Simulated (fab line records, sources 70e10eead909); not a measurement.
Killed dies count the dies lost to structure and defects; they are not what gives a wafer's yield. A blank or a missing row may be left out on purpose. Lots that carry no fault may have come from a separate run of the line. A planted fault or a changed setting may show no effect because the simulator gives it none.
Which tool did it? | flow nand_harc | 33 wafers from 11 lots sampled at 6 of the route's 1302 steps

WHAT EACH GAUGE READ, for each wafer
NHARC_A_CHANNEL_HOLE_D2_INSPECT_40.
lot  | measured     | on                | raw_defect_count
L512 | day 13 11:17 | defect_inspect-02 | 310 303 293
L515 | day 15 02:25 | defect_inspect-02 | 364 192 239
L522 | day 18 04:53 | defect_inspect-01 | 770 505 869
L527 | day 19 15:07 | defect_inspect-01 | 285 208 193
L528 | day 20 09:48 | defect_inspect-01 | 312 266 170
L529 | day 20 11:25 | defect_inspect-01 | 377 451 273
L531 | day 21 05:19 | defect_inspect-01 | 323 372 322
L532 | day 21 22:44 | defect_inspect-02 | 209 212 243
L533 | day 22 16:42 | defect_inspect-01 | 244 294 246
L534 | day 22 19:27 | defect_inspect-02 | 223 302 250
L535 | day 22 20:52 | defect_inspect-01 | 275 252 239

NHARC_END_SORT_01.
lot  | measured     | on        | killed_at_array | killed_at_other | killed_at_periphery | killed_dies | killed_open | killed_short
L522 | day 29 02:28 | prober-01 | 143 95 134      | 1 0 1           | 2 4 8               | 146 99 143  | 2 4 9       | 3 2 1

WHAT TOOL EACH LOT RAN ON (gives the tool, then ch and the chambers of the sampled wafers, and finally the start)
lot  | NHARC_A_CHANNEL_HOLE_D2_ETCH_38    | NHARC_A_CHANNEL_HOLE_D2_ETCH_23  | NHARC_A_CHANNEL_HOLE_D2_ETCH_26  | NHARC_A_CHANNEL_HOLE_D2_PRECLEAN_29
L512 | rie_diel-10 ch 0,2,3, day 13 01:21 | har_etch-02 ch 0,1, day 13 07:00 | har_etch-02 ch 0,1, day 13 09:15 | wet_bench-05 ch 2,3,5, day 13 10:59
L515 | rie_diel-12 ch 0,1, day 14 14:53   | har_etch-02 ch 0, day 14 19:26   | har_etch-02 ch 0, day 15 00:07   | wet_bench-03 ch 3,4,6, day 15 02:06
L522 | rie_diel-12 ch 0,2,3, day 17 16:13 | har_etch-02 ch 0,1, day 18 00:44 | har_etch-02 ch 0,1, day 18 03:00 | wet_bench-06 ch 1,3,6, day 18 04:34
L527 | rie_diel-10 ch 1,2, day 19 05:55   | har_etch-02 ch 0, day 19 10:49   | har_etch-02 ch 0, day 19 13:10   | wet_bench-03 ch 0,1,2, day 19 14:47
L528 | rie_diel-10 ch 0,1, day 20 01:20   | har_etch-01 ch 0,1, day 20 05:30 | har_etch-01 ch 0,1, day 20 07:52 | wet_bench-05 ch 4,5,7, day 20 09:28
L529 | rie_diel-12 ch 0,2,3, day 20 02:30 | har_etch-02 ch 0,1, day 20 07:08 | har_etch-02 ch 0,1, day 20 09:29 | wet_bench-05 ch 1,4,7, day 20 11:05
L531 | rie_diel-09 ch 0,1,3, day 20 21:11 | har_etch-02 ch 0,1, day 21 01:02 | har_etch-02 ch 0,1, day 21 03:23 | wet_bench-06 ch 0,1,7, day 21 05:00
L532 | rie_diel-10 ch 0,1,2, day 21 15:41 | har_etch-02 ch 0, day 21 18:26   | har_etch-02 ch 0, day 21 20:48   | wet_bench-03 ch 2,3,5, day 21 22:24
L533 | rie_diel-10 ch 0,1, day 22 06:32   | har_etch-01 ch 0,1, day 22 12:40 | har_etch-01 ch 0,1, day 22 14:50 | wet_bench-06 ch 1,4,5, day 22 16:23
L534 | rie_diel-10 ch 0,2,3, day 22 12:38 | har_etch-02 ch 0,1, day 22 15:09 | har_etch-02 ch 0,1, day 22 17:31 | wet_bench-06 ch 3,6,7, day 22 19:07
L535 | rie_diel-09 ch 2,3, day 22 13:05   | har_etch-01 ch 0,1, day 22 16:35 | har_etch-01 ch 0,1, day 22 18:56 | wet_bench-06 ch 1,3,4, day 22 20:33
- NHARC_A_CHANNEL_HOLE_D2_ETCH_38: etches the open film in CF4, target depth 39 nm, time 65 s.
- NHARC_A_CHANNEL_HOLE_D2_ETCH_23: etches the open film in C4F8/O2/Ar, time 819 s, target depth 1600 nm.
- NHARC_A_CHANNEL_HOLE_D2_ETCH_26: etches the open film in C4F8/O2/Ar, time 224.1 s, target depth 300 nm.
- NHARC_A_CHANNEL_HOLE_D2_PRECLEAN_29: cleans in SC1.

AS READ BY THE TOOLS THEMSELVES (means over the sampled wafers that have a number; for cases with no such wafer, the mark the record gives instead)
NHARC_A_CHANNEL_HOLE_D2_ETCH_38.
lot  | tool        | bias_w (W) | drypump_motor_current_A (A) | oes_product_au (a.u.) | rf_vpp_V (V) | showerhead_plenum_p_Torr (Torr) | throttle_valve_pct (%)
L512 | rie_diel-10 | 99.7       | 6.4                         | 0.997                 | 152.0        | 1.79                            | 13.282
L515 | rie_diel-12 | 99.9       | 6.2                         | 0.989                 | 149.6        | 1.70                            | 13.289
L522 | rie_diel-12 | 100.0      | 5.9                         | 0.993                 | 151.6        | 1.79                            | 13.282
L527 | rie_diel-10 | 99.8       | 6.4                         | 1.005                 | 152.1        | 1.73                            | 13.284
L528 | rie_diel-10 | 99.8       | 6.2                         | 1.014                 | 151.5        | 1.81                            | 13.288
L529 | rie_diel-12 | 100.2      | 5.9                         | 0.995                 | 151.3        | 1.79                            | 13.285
L531 | rie_diel-09 | 99.9       | 5.5                         | 1.011                 | 150.8        | 1.77                            | 13.280
L532 | rie_diel-10 | 100.0      | 6.3                         | 0.993                 | 152.1        | 1.77                            | 13.284
L533 | rie_diel-10 | 99.9       | 6.1                         | 1.004                 | 151.8        | 1.77                            | 13.271
L534 | rie_diel-10 | 99.8       | 6.4                         | 0.999                 | 152.5        | 1.78                            | 13.287
L535 | rie_diel-09 | 100.3      | 5.6                         | 0.990                 | 151.7        | 1.80                            | 13.285

NHARC_A_CHANNEL_HOLE_D2_ETCH_23.
lot  | tool        | drypump_motor_current_A (A) | showerhead_plenum_p_Torr (Torr) | temp_c (C) | throttle_valve_pct (%)
L512 | har_etch-02 | 5.2                         | 3.57                            | -20.01     | 32.151
L515 | har_etch-02 | 5.8                         | 3.72                            | -19.98     | 32.155
L522 | har_etch-02 | 5.5                         | 3.78                            | -19.94     | 32.160
L527 | har_etch-02 | 5.8                         | 3.69                            | -20.00     | 32.155
L528 | har_etch-01 | 5.6                         | 3.64                            | -20.12     | 32.148
L529 | har_etch-02 | 5.5                         | 3.76                            | -20.06     | 32.157
L531 | har_etch-02 | 5.5                         | 3.75                            | -20.03     | 32.154
L532 | har_etch-02 | 5.8                         | 3.67                            | -19.97     | 32.159
L533 | har_etch-01 | 5.6                         | 3.63                            | -19.93     | 32.154
L534 | har_etch-02 | 5.2                         | 3.82                            | -19.94     | 32.159
L535 | har_etch-01 | 5.6                         | 3.62                            | -19.98     | 32.151

NHARC_A_CHANNEL_HOLE_D2_ETCH_26.
lot  | tool        | bias_v (V) | drypump_motor_current_A (A) | showerhead_plenum_p_Torr (Torr) | temp_c (C) | throttle_valve_pct (%)
L512 | har_etch-02 | 300        | 5.2                         | 3.61                            | -19.98     | 24.589
L515 | har_etch-02 | 296        | 5.8                         | 3.76                            | -19.97     | 24.583
L522 | har_etch-02 | 299        | 5.5                         | 3.82                            | -20.03     | 24.585
L527 | har_etch-02 | 302        | 5.8                         | 3.73                            | -20.02     | 24.577
L528 | har_etch-01 | 302        | 5.6                         | 3.68                            | -20.03     | 24.597
L529 | har_etch-02 | 300        | 5.5                         | 3.80                            | -20.07     | 24.589
L531 | har_etch-02 | 301        | 5.5                         | 3.80                            | -20.04     | 24.582
L532 | har_etch-02 | 301        | 5.8                         | 3.71                            | -20.11     | 24.586
L533 | har_etch-01 | 301        | 5.6                         | 3.67                            | -19.95     | 24.576
L534 | har_etch-02 | 296        | 5.2                         | 3.87                            | -20.05     | 24.579
L535 | har_etch-01 | 299        | 5.6                         | 3.66                            | -19.90     | 24.575

NHARC_A_CHANNEL_HOLE_D2_PRECLEAN_29.
lot  | tool         | temp_c (C)
L512 | wet_bench-05 | 50.03
L515 | wet_bench-03 | 49.98
L522 | wet_bench-06 | 49.89
L527 | wet_bench-03 | 50.00
L528 | wet_bench-05 | 49.92
L529 | wet_bench-05 | 50.09
L531 | wet_bench-06 | 50.05
L532 | wet_bench-03 | 50.07
L533 | wet_bench-06 | 50.05
L534 | wet_bench-06 | 50.12
L535 | wet_bench-06 | 49.91

THE ANSWER, worked out from the rows above alone
Rule: the lots themselves supply what counts as usual. Put in order of their means at a reading, lots are off if they are a third of the lots or fewer, leave a main group of 4 or more, and stand apart from it by a gap of 3 or more times the standard deviation of the main group's means; of several such gaps the widest counts. If all means in a main group match to the digits the tables above print for the reading, that group is not used. A lot without any number at a reading at which 4 lots or more have one is off too. Any other lot the step has rows for is counted as sound. After the gauges, taken in route order, come the tools' own readings; for these a lot's mean is taken, as printed above. The first step at which some lot is off is used, and at that step the reading that is off furthest; a lot without a number counts as furthest.
Off at NHARC_A_CHANNEL_HOLE_D2_INSPECT_40 (raw_defect_count): L522. Main group: mean 275, sd 45.
If a tool, at a process step before that reading, ran all the lots that are off and no sound lot after the first of them, it fits. The gauges at NHARC_A_CHANNEL_HOLE_D2_INSPECT_40 are tried like those tools. Of those tried, none fits.

WHAT THE SIMULATOR HAD PUT IN
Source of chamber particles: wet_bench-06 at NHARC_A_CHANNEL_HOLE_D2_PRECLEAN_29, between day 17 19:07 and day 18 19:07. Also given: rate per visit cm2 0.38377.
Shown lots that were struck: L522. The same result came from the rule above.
